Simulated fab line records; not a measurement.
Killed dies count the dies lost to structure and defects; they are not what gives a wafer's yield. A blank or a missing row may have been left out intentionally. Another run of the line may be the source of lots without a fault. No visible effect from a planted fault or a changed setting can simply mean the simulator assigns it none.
Which tool is to blame?    flow n5-finfet    34 wafers from 12 lots sampled at 2 of the route's 1938 steps

## WHAT EACH GAUGE READ, for each wafer
N5_BEOL_M6_CD_MEAS_28 targets a cd of 40 nm.
lot   measured      on         cd-nm (nm)
L906  day 9 17:43   cd-sem-03  40.18 39.97 39.82
L908  day 10 04:24  cd-sem-02  40.07 39.91
L909  day 10 16:15  cd-sem-01  40.31 39.95
L911  day 10 22:54  cd-sem-01  40.48 39.89 40.24
L914  day 11 15:57  cd-sem-02  40.21 40.24 39.68
L915  day 12 06:08  cd-sem-02  39.80 39.99 39.69
L921  day 14 05:02  cd-sem-01  39.93 39.73 40.06
L925  day 14 05:07  cd-sem-02  39.64 40.15 40.10
L922  day 14 10:28  cd-sem-01  39.74 40.30 40.09
L924  day 14 17:01  cd-sem-01  39.88 39.55 40.24
L928  day 15 19:59  cd-sem-02  40.19 40.10 40.23
L929  day 16 11:22  cd-sem-01  40.01 40.25 39.99

## EACH LOT AND THE TOOL THAT RAN IT (in order: tool; ch and the chambers of the sampled wafers; start)
lot   N5_BEOL_M6_PECVD_70
L906  pecvd-01 ch 0,1, day 9 09:24
L908  pecvd-01 ch 0,1, day 10 02:04
L909  pecvd-01 ch 1,2, day 10 12:18
L911  pecvd-02 ch 0,2, day 10 19:26
L914  pecvd-02 ch 0,2, day 11 12:36
L915  pecvd-03 ch 0,2, day 11 23:03
L921  pecvd-02 ch 0,1,2, day 13 22:05
L925  pecvd-02 ch 1,2, day 14 01:28
L922  pecvd-02 ch 0,1,2, day 14 02:29
L924  pecvd-03 ch 0,1,2, day 14 13:02
L928  pecvd-01 ch 1,2, day 15 13:06
L929  pecvd-03 ch 0,2, day 16 06:19
- N5_BEOL_M6_PECVD_70: deposits SiO2 from TEOS/O2, target thk 20 nm, time 22.7 s.

## AS READ BY THE TOOLS THEMSELVES (means over the sampled wafers that have a number; for cases with no such wafer, the mark the record gives instead)
N5_BEOL_M6_PECVD_70.
lot   tool      heater-power-w (W)  showerhead-plenum-p-Torr (Torr)  showerhead-vpp-V (V)  throttle-valve-pct (%)
L906  pecvd-01  786                 8.85                             1257                  21.1
L908  pecvd-01  724                 8.83                             1304                  21.5
L909  pecvd-01  622                 8.71                             1372                  22.1
L911  pecvd-02  816                 8.81                             1379                  21.7
L914  pecvd-02  782                 8.79                             1392                  22.0
L915  pecvd-03  721                 8.68                             1392                  21.7
L921  pecvd-02  797                 8.80                             1356                  22.0
L925  pecvd-02  705                 8.80                             1353                  21.8
L922  pecvd-02  717                 8.79                             1369                  22.1
L924  pecvd-03  749                 8.70                             1360                  21.8
L928  pecvd-01  556                 8.75                             1335                  22.4
L929  pecvd-03  679                 8.69                             1379                  21.9

## THE ANSWER, worked out from the rows above alone
Rule: what is usual is taken from the lots themselves. Put in order of their means at a reading, lots are off if they are a third of the lots or fewer, leave a main group of 4 or more, and stand apart from it by a gap of 3 or more times the standard deviation of the main group's means; of several such gaps the widest counts. A main group whose means are all the same, to the digits that the tables above print for the reading, isn't used. A lot without any number at a reading at which 4 lots or more have one is off too. Where the step has rows for the other lots, those lots are counted as sound. After the gauges, taken in route order, come the tools' own readings; for these a lot's mean is taken, as printed above. The first step at which some lot is off is used, and at that step the reading that is off furthest; a lot without a number counts as furthest.
None of the lots is off at any reading shown; this tells nothing.

## WHAT HAD BEEN PUT IN BY THE SIMULATOR
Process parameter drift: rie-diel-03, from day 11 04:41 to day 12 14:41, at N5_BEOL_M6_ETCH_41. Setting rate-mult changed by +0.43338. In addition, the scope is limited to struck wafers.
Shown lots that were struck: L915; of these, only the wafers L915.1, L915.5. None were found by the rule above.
